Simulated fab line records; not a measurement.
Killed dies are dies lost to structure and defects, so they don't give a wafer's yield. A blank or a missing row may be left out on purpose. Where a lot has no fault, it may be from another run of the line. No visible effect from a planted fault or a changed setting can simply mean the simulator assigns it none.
fab line records + flow nand-harc
record:
- lots: 13
- wafers: 39
- last-day: 24
route steps=1159 shown A_M1@1057 A_BONDPAD@1060 THIN_TSV@1113 END@1159
lots that met no fault: from a run of the same line without faults
start-h: start of the lot's first displayed wafer, in hours after the record's first day + wait-h: hours elapsed since this lot's preceding step + " the same as in the row above + L1.1+2: a single row standing in for several wafers + - value missing, or start not given + * or withheld: withheld + < > ~ a bound
route shown NAME@n: a module of which the file shows steps, and the number in the route of the first + usual: average and standard deviation across the fault-free wafers + same: alike in all rows + chamber/n: place in a boat + sites: each site's reading + _std_site: standard deviation across them + _edge_site: mean of outer sites minus mean of inner sites + radius-mm: for every site, how far away it sits from the centre of the wafer + mask NAME#n: copy n + behind: the tool/chamber that last shaped the wafer + hold: what put the lot on hold/how long, in hours/how the hold closed + device: which transistor (n, p or np) failed to switch + end of line: the route-end tests of the same wafers + a step given without rows: its recipe and nothing more + killed: dies lost to structure and defects at the first sort, not the wafer's yield + map: the dies of a wafer, with x for killed, . for not killed, _ for no die there
set.NAME: the setting that was run; set.NAME@STEP: the one run at that earlier step + model.NAME: the simulator's own value behind a step, which no gauge read
one table for each step of the route and one row for each wafer, over a sample of lots
services: a tool's chamber out of use, with start hour (start-h, from the record's first day; less than 0 if before it), hours out, and reason
== steps ==
step: NHARC_A_M1_PRE_CLEAN_32
recipe:
- time-s: 12
- temp-c: 370
- rf-power-w: 300
- gas: NH3
usual:
- heater-power-w: 635/65
- rf-fwd-power-W: 292.6/0.86
| lot.wafer | tool     | chamber | start-h | wait-h | heater-power-w | rf-fwd-power-W |
|-----------|----------|---------|---------|--------|----------------|----------------|
| L417.1    | pecvd-04 | 1       | 401.26  | 0.1    | 713            | 291.1          |
| L417.6    | "        | 0       | "       | "      | 756            | 292.7          |
| L417.4    | "        | 1       | "       | "      | 692            | 292.1          |
| L418.3    | pecvd-04 | 2       | 412.64  | 0.1    | 562            | 292.8          |
| L418.6    | "        | 2       | "       | "      | 547            | 294.0          |
| L418.4    | "        | 0       | "       | "      | 748            | 293.0          |
| L420.1    | pecvd-01 | 0       | 416.12  | 0.1    | 580            | 292.9          |
| L420.4    | "        | 0       | "       | "      | 574            | 293.1          |
| L420.3    | "        | 1       | "       | "      | 546            | 291.5          |
| L421.6    | pecvd-01 | 2       | 446.27  | 0.1    | 595            | 293.4          |
| L421.5    | "        | 0       | "       | "      | 562            | 292.5          |
| L421.4    | "        | 1       | "       | "      | 534            | 292.6          |
| L422.1    | pecvd-04 | 0       | 447.83  | 0.1    | 720            | 291.9          |
| L422.6    | "        | 1       | "       | "      | 648            | 293.6          |
| L422.5    | "        | 2       | "       | "      | 567            | 293.1          |
| L423.3    | pecvd-03 | 0       | 453.31  | 0.1    | 637            | 291.4          |
| L423.2    | "        | 1       | "       | "      | 715            | 292.2          |
| L423.4    | "        | 2       | "       | "      | 540            | 293.2          |
| L425.1    | pecvd-03 | 0       | 458.43  | 0.1    | 567            | 291.7          |
| L425.5    | "        | 1       | "       | "      | 719            | 292.0          |
| L425.4    | "        | 2       | "       | "      | 547            | 292.6          |
| L424.1    | pecvd-04 | 0       | 458.81  | 0.1    | 695            | 292.0          |
| L424.5    | "        | 1       | "       | "      | 616            | 292.5          |
| L424.6    | "        | 2       | "       | "      | 605            | 292.8          |
| L433.1    | pecvd-03 | 0       | 515.84  | 0.1    | 625            | 293.2          |
| L433.3    | "        | 0       | "       | "      | 631            | 291.9          |
| L433.5    | "        | 2       | "       | "      | 609            | 292.2          |
| L437.2    | pecvd-04 | 0       | 529.54  | 0.1    | 648            | 291.5          |
| L437.1    | "        | 1       | "       | "      | 640            | 293.0          |
| L437.5    | "        | 0       | "       | "      | 656            | 292.4          |
| L439.1    | pecvd-04 | 2       | 530.59  | 0.1    | 578            | 291.4          |
| L439.6    | "        | 0       | "       | "      | 724            | 292.0          |
| L439.4    | "        | 1       | "       | "      | 707            | 292.1          |
| L436.1    | pecvd-03 | 2       | 536.73  | 0.1    | 515            | 292.4          |
| L436.4    | "        | 1       | "       | "      | 721            | 291.7          |
| L436.6    | "        | 2       | "       | "      | 512            | 293.3          |
| L440.3    | pecvd-04 | 2       | 551.30  | 0.1    | 634            | 294.4          |
| L440.5    | "        | 0       | "       | "      | 726            | 293.6          |
| L440.4    | "        | 1       | "       | "      | 679            | 293.3          |
step: NHARC_A_BONDPAD_CMP_29
recipe:
- target-thk-nm: 200
- material: SiCN
usual:
- motor-current-A: 12.2/1.2
| lot.wafer | tool   | chamber | start-h | wait-h | motor-current-A |
|-----------|--------|---------|---------|--------|-----------------|
| L417.1    | cmp-03 | 1       | 402.28  | -      | 12.8            |
| L417.4    | "      | 2       | "       | "      | 13.7            |
| L417.6    | "      | 1       | "       | "      | 11.7            |
| L418.4    | cmp-03 | 1       | 413.69  | -      | 11.7            |
| L418.3    | "      | 2       | "       | "      | 12.8            |
| L418.6    | "      | 2       | "       | "      | 13.2            |
| L420.1    | cmp-04 | 0       | 417.33  | -      | 10.7            |
| L420.4    | "      | 1       | "       | "      | 10.9            |
| L420.3    | "      | 2       | "       | "      | 10.7            |
| L421.4    | cmp-03 | 3       | 447.35  | -      | 13.8            |
| L421.6    | "      | 0       | "       | "      | 12.7            |
| L421.5    | "      | 1       | "       | "      | 12.2            |
| L422.1    | cmp-03 | 1       | 448.92  | -      | 12.2            |
| L422.6    | "      | 2       | "       | "      | 12.9            |
| L422.5    | "      | 3       | "       | "      | 13.5            |
| L423.4    | cmp-01 | 1       | 454.36  | -      | 12.3            |
| L423.3    | "      | 2       | "       | "      | 9.6             |
| L423.2    | "      | 3       | "       | "      | 12.0            |
| L425.4    | cmp-01 | 1       | 459.49  | -      | 12.8            |
| L425.1    | "      | 3       | "       | "      | 11.6            |
| L425.5    | "      | 2       | "       | "      | 9.3             |
| L424.1    | cmp-03 | 0       | 459.87  | -      | 13.1            |
| L424.5    | "      | 3       | "       | "      | 14.0            |
| L424.6    | "      | 0       | "       | "      | 13.1            |
| L433.3    | cmp-01 | 1       | 517.23  | -      | 12.2            |
| L433.1    | "      | 0       | "       | "      | 12.5            |
| L433.5    | "      | 1       | "       | "      | 12.3            |
| L437.2    | cmp-04 | 0       | 530.57  | -      | 11.0            |
| L437.1    | "      | 3       | "       | "      | 13.5            |
| L437.5    | "      | 0       | "       | "      | 11.3            |
| L439.1    | cmp-04 | 0       | 531.63  | -      | 11.5            |
| L439.4    | "      | 3       | "       | "      | 12.8            |
| L439.6    | "      | 1       | "       | "      | 11.8            |
| L436.4    | cmp-03 | 1       | 537.78  | -      | 11.3            |
| L436.1    | "      | 3       | "       | "      | 13.4            |
| L436.6    | "      | 0       | "       | "      | 13.6            |
| L440.3    | cmp-01 | 0       | 552.34  | -      | 13.4            |
| L440.4    | "      | 2       | "       | "      | 10.1            |
| L440.5    | "      | 0       | "       | "      | 13.6            |
step: NHARC_A_BONDPAD_OVL_MEAS_35
usual:
- overlay-x-nm: 2/5.4
- overlay-y-nm: 1/6.6
| lot.wafer | tool       | chamber | start-h | wait-h | overlay-x-nm | overlay-y-nm |
|-----------|------------|---------|---------|--------|--------------|--------------|
| L417.1    | overlay-01 | -       | 403.06  | -      | -2           | 3            |
| L417.4    | "          | -       | "       | "      | -2           | 3            |
| L417.6    | "          | -       | "       | "      | -2           | 3            |
| L418.3    | overlay-01 | -       | 414.48  | -      | -7           | -9           |
| L418.4    | "          | -       | "       | "      | -7           | -9           |
| L418.6    | "          | -       | "       | "      | -7           | -9           |
| L420.1    | overlay-02 | -       | 418.12  | -      | 7            | -10          |
| L420.3    | "          | -       | "       | "      | 7            | -10          |
| L420.4    | "          | -       | "       | "      | 7            | -10          |
| L421.4    | overlay-02 | -       | 448.05  | -      | 6            | -2           |
| L421.5    | "          | -       | "       | "      | 7            | -2           |
| L421.6    | "          | -       | "       | "      | 6            | -2           |
| L422.1    | overlay-01 | -       | 449.75  | -      | -5           | 0            |
| L422.5    | "          | -       | "       | "      | -5           | 0            |
| L422.6    | "          | -       | "       | "      | -5           | 0            |
| L423.2    | overlay-01 | -       | 455.11  | -      | 6            | 6            |
| L423.3    | "          | -       | "       | "      | 6            | 6            |
| L423.4    | "          | -       | "       | "      | 6            | 6            |
| L425.1    | overlay-02 | -       | 460.39  | -      | 7            | 3            |
| L425.4    | "          | -       | "       | "      | 7            | 3            |
| L425.5    | "          | -       | "       | "      | 8            | 3            |
| L424.1    | overlay-02 | -       | 460.75  | -      | 4            | 10           |
| L424.5    | "          | -       | "       | "      | 4            | 10           |
| L424.6    | "          | -       | "       | "      | 4            | 10           |
| L433.1    | overlay-01 | -       | 518.01  | -      | 1            | 6            |
| L433.3    | "          | -       | "       | "      | 1            | 6            |
| L433.5    | "          | -       | "       | "      | 1            | 7            |
| L437.1    | overlay-01 | -       | 531.48  | -      | -4           | 7            |
| L437.2    | "          | -       | "       | "      | -4           | 7            |
| L437.5    | "          | -       | "       | "      | -4           | 8            |
| L439.1    | overlay-01 | -       | 532.53  | -      | 10           | 3            |
| L439.4    | "          | -       | "       | "      | 10           | 4            |
| L439.6    | "          | -       | "       | "      | 9            | 3            |
| L436.1    | overlay-01 | -       | 538.66  | -      | 6            | -1           |
| L436.4    | "          | -       | "       | "      | 5            | -1           |
| L436.6    | "          | -       | "       | "      | 5            | -1           |
| L440.3    | overlay-01 | -       | 553.14  | -      | -6           | 4            |
| L440.4    | "          | -       | "       | "      | -6           | 4            |
| L440.5    | "          | -       | "       | "      | -6           | 4            |
step: NHARC_THIN_TSV_EXPOSE_09
recipe:
- na: 0.55
- dose-mj: 30.7
- mask-id: TSV
usual:
- exposure-dose-mJ-cm2: 30.700/0.029
| lot.wafer | tool           | chamber | start-h | wait-h | mask  | exposure-dose-mJ-cm2 |
|-----------|----------------|---------|---------|--------|-------|----------------------|
| L417.1    | krf-scanner-03 | 0       | 416.84  | -      | TSV#0 | 30.727               |
| L417.4    | "              | 0       | "       | "      | TSV#0 | 30.676               |
| L417.6    | "              | 0       | "       | "      | TSV#0 | 30.712               |
| L418.3    | krf-scanner-03 | 0       | 431.74  | -      | TSV#0 | 30.697               |
| L418.4    | "              | 0       | "       | "      | TSV#0 | 30.730               |
| L418.6    | "              | 0       | "       | "      | TSV#0 | 30.716               |
| L420.1    | krf-scanner-01 | 0       | 433.99  | -      | TSV#0 | 30.653               |
| L420.3    | "              | 0       | "       | "      | TSV#0 | 30.636               |
| L420.4    | "              | 0       | "       | "      | TSV#0 | 30.662               |
| L421.4    | krf-scanner-03 | 0       | 463.15  | -      | TSV#0 | 30.726               |
| L421.5    | "              | 0       | "       | "      | TSV#0 | 30.721               |
| L421.6    | "              | 0       | "       | "      | TSV#0 | 30.729               |
| L422.1    | krf-scanner-03 | 0       | 464.20  | -      | TSV#0 | 30.657               |
| L422.5    | "              | 0       | "       | "      | TSV#0 | 30.597               |
| L422.6    | "              | 0       | "       | "      | TSV#0 | 30.665               |
| L423.2    | krf-scanner-03 | 0       | 471.89  | -      | TSV#0 | 31.218               |
| L423.3    | "              | 0       | "       | "      | TSV#0 | 31.225               |
| L423.4    | "              | 0       | "       | "      | TSV#0 | 31.222               |
| L425.1    | krf-scanner-02 | 0       | 474.22  | -      | TSV#0 | 30.707               |
| L425.4    | "              | 0       | "       | "      | TSV#0 | 30.677               |
| L425.5    | "              | 0       | "       | "      | TSV#0 | 30.723               |
| L424.1    | krf-scanner-03 | 0       | 477.10  | -      | TSV#0 | 31.215               |
| L424.5    | "              | 0       | "       | "      | TSV#0 | 31.238               |
| L424.6    | "              | 0       | "       | "      | TSV#0 | 31.226               |
| L433.1    | krf-scanner-01 | 0       | 533.23  | -      | TSV#0 | 30.699               |
| L433.3    | "              | 0       | "       | "      | TSV#0 | 30.699               |
| L433.5    | "              | 0       | "       | "      | TSV#0 | 30.692               |
| L437.1    | krf-scanner-02 | 0       | 547.34  | -      | TSV#0 | 30.673               |
| L437.2    | "              | 0       | "       | "      | TSV#0 | 30.698               |
| L437.5    | "              | 0       | "       | "      | TSV#0 | 30.673               |
| L439.1    | krf-scanner-02 | 0       | 548.44  | -      | TSV#0 | 30.686               |
| L439.4    | "              | 0       | "       | "      | TSV#0 | 30.699               |
| L439.6    | "              | 0       | "       | "      | TSV#0 | 30.727               |
| L436.1    | krf-scanner-01 | 0       | 554.76  | -      | TSV#0 | 30.712               |
| L436.4    | "              | 0       | "       | "      | TSV#0 | 30.689               |
| L436.6    | "              | 0       | "       | "      | TSV#0 | 30.747               |
| L440.3    | krf-scanner-01 | 0       | 566.55  | -      | TSV#0 | 30.695               |
| L440.4    | "              | 0       | "       | "      | TSV#0 | 30.744               |
| L440.5    | "              | 0       | "       | "      | TSV#0 | 30.703               |
step: NHARC_END_SORT_01
recipe:
- temp-c: 25
usual:
- defect-limited-yield: 95.2/1.9
- killed-at-array: 29/13
- killed-at-other: 0.7/1
- killed-at-periphery: 3.2/2.3
- killed-dies: 33/13
- killed-open: 3.3/1.7
- killed-short: 2.0/1.5
- sort_bin_2_pct: 1.5/0.8
- sort_bin_3_pct: 0.27/0.22
- sort_bin_4_pct: 3.0/1.1
- sort-n-pass: 644/13
- sort-rim-yield-pct: 96.0/2.9
- sort-yield-pct: 95.2/1.9
same:
- gross-dies: 677
- sort_bin_5_pct[%]: 0
- sort_bin_6_pct[%]: 0
- sort_bin_7_pct[%]: 0
- sort_bin_8_pct[%]: 0
- sort-rim-n-gross: 106.00
| lot.wafer | tool      | chamber | start-h | wait-h | defect-limited-yield[%] | killed-at-array | killed-at-other | killed-at-periphery | killed-dies | killed-open | killed-short | sort_bin_2_pct[%] | sort_bin_3_pct[%] | sort_bin_4_pct[%] | sort-n-pass | sort-rim-yield-pct[%] | sort-yield-pct[%] |
|-----------|-----------|---------|---------|--------|-------------------------|-----------------|-----------------|---------------------|-------------|-------------|--------------|-------------------|-------------------|-------------------|-------------|-----------------------|-------------------|
| L424.1    | prober-02 | 0       | 494.90  | 2.5    | 97.0                    | 17              | 1               | 2                   | 20          | 3           | 1            | 1.0               | 0.44              | 1.5               | 657         | 97.2                  | 97.0              |
| L424.5    | prober-02 | 0       | 498.08  | 3.7    | 97.3                    | 13              | 0               | 5                   | 18          | 4           | 1            | 0.9               | 0                 | 1.8               | 659         | 98.1                  | 97.3              |
| L424.6    | prober-02 | 0       | 498.87  | 4.0    | 97.3                    | 12              | 0               | 6                   | 18          | 3           | 3            | 0.9               | 0                 | 1.8               | 659         | 96.2                  | 97.3              |
| L439.1    | prober-01 | 0       | 564.52  | 2.5    | 97.3                    | 15              | 1               | 2                   | 18          | 1           | 2            | 0.9               | 0.15              | 1.6               | 659         | 100.0                 | 97.3              |
| L439.4    | prober-01 | 0       | 566.90  | 3.4    | 97.3                    | 14              | 1               | 3                   | 18          | 0           | 1            | 0.7               | 0.15              | 1.8               | 659         | 99.1                  | 97.3              |
| L439.6    | prober-01 | 0       | 568.49  | 4.0    | 96.8                    | 13              | 3               | 6                   | 22          | 5           | 4            | 1.0               | 0.15              | 2.1               | 655         | 94.3                  | 96.8              |
killed by level:class
L424.1 A_CONTACT:chamber-film-flake=6 A_CHANNEL_HOLE_D1:chamber-film-flake=4 A_ONON_D1:geometric-particle:open=2 A_STAIRCASE:chamber-film-flake=2 A_CHANNEL_FILL_D1:geometric-particle:short=1 A_CONTACT:geometric-particle:open=1 P_STI:chamber-film-flake=1 P_GATE:chamber-film-flake=1
L424.5 A_STAIRCASE:chamber-film-flake=6 A_CHANNEL_HOLE_D1:chamber-film-flake=3 P_GATE:geometric-particle:open=1 P_CONTACT:geometric-particle:open=1 P_M0:geometric-particle:open=1 A_ONON_D1:geometric-particle:short=1 A_CHANNEL_FILL_D1:geometric-particle:open=1 P_ZERO_WELL:chamber-film-flake=1
L424.6 A_CONTACT:chamber-film-flake=4 P_GATE:chamber-film-flake=3 A_CHANNEL_HOLE_D1:chamber-film-flake=3 A_CONTACT:geometric-particle:open=2 A_STAIRCASE:chamber-film-flake=2 P_CONTACT:geometric-particle:short=1 P_CONTACT:geometric-particle:open=1 P_M0:geometric-particle:short=1
L439.1 A_CHANNEL_HOLE_D1:chamber-film-flake=8 A_ONON_D1:geometric-particle:short=2 A_WL_FILL:chamber-film-flake=2 A_ONON_D1:geometric-particle:open=1 P_ZERO_WELL:chamber-film-flake=1 P_M0:chamber-film-flake=1 A_STAIRCASE:chamber-film-flake=1 A_M1:chamber-film-flake=1
L439.4 A_M1:chamber-film-flake=6 A_CHANNEL_HOLE_D1:chamber-film-flake=4 P_M0:chamber-film-flake=3 A_WL_FILL:chamber-film-flake=2 A_ONON_D1:geometric-particle:short=1 A_CONTACT:chamber-film-flake=1 THIN_TSV:chamber-film-flake=1
L439.6 P_GATE:chamber-film-flake=3 A_M1:chamber-film-flake=3 P_M0:geometric-particle:open=2 A_CHANNEL_FILL_D1:geometric-particle:short=2 A_CHANNEL_HOLE_D1:chamber-film-flake=2 THIN_TSV:chamber-film-flake=2 A_SOURCE_PLATE:geometric-particle:short=1 A_CHANNEL_FILL_D1:geometric-particle:open=1
== services ==
| tool           | chamber | start-h | hours | kind   |
|----------------|---------|---------|-------|--------|
| cmp-04         | -       | 379.88  | 1.7   | repair |
| krf-scanner-02 | -       | 382.00  | 4.0   | pm     |
| krf-scanner-01 | -       | 388.70  | 4.0   | pm     |
| cmp-04         | -       | 399.21  | 4.0   | pm     |
| cmp-01         | -       | 442.34  | 1.6   | repair |
| cmp-03         | -       | 453.80  | 4.0   | pm     |
| krf-scanner-01 | -       | 461.62  | 6.6   | repair |
| cmp-03         | -       | 462.32  | 0.6   | repair |
| cmp-01         | -       | 470.69  | 0.4   | repair |
| cmp-01         | -       | 473.50  | 4.0   | pm     |
| pecvd-03       | -       | 473.59  | 13.0  | pm     |
| krf-scanner-03 | -       | 481.21  | 10.1  | repair |
| cmp-03         | -       | 488.37  | 0.3   | repair |
| cmp-04         | -       | 497.21  | 4.0   | pm     |
| pecvd-03       | 1       | 504.99  | 24.2  | repair |
| krf-scanner-03 | -       | 512.24  | 4.0   | pm     |
| cmp-03         | -       | 514.11  | 0.7   | repair |
| krf-scanner-03 | -       | 533.32  | 1.1   | repair |
| cmp-01         | -       | 538.06  | 0.4   | repair |
| cmp-03         | -       | 551.80  | 4.0   | pm     |
| pecvd-04       | 2       | 553.70  | 23.3  | repair |
| pecvd-04       | -       | 557.29  | 13.0  | pm     |
| cmp-01         | -       | 557.92  | 2.6   | repair |
| krf-scanner-01 | -       | 560.70  | 4.0   | pm     |
== key ==
first-sign:
- step: NHARC_THIN_TSV_EXPOSE_09
- reading: exposure-dose-mJ-cm2
- direction: up
- sigmas: 18
- usual: 30.700
- struck: 31.224
effect none on later readings
met-at NHARC_THIN_TSV_EXPOSE_09
struck-lots L423,L424
not-acting-at NHARC_A_M1_PRE_CLEAN_32,NHARC_A_BONDPAD_CMP_29,NHARC_A_BONDPAD_OVL_MEAS_35
onset-between 464.20 471.89
fault:
- kind: process-parameter-drift
- tool: krf-scanner-03
- chamber: -
- onset-h: 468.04
- steps: NHARC_THIN_TSV_EXPOSE_09
- channel: dose-mj
- offset: 0.52016
- shape: step
- acts-in: these-recipes-only
- stated: 30.7
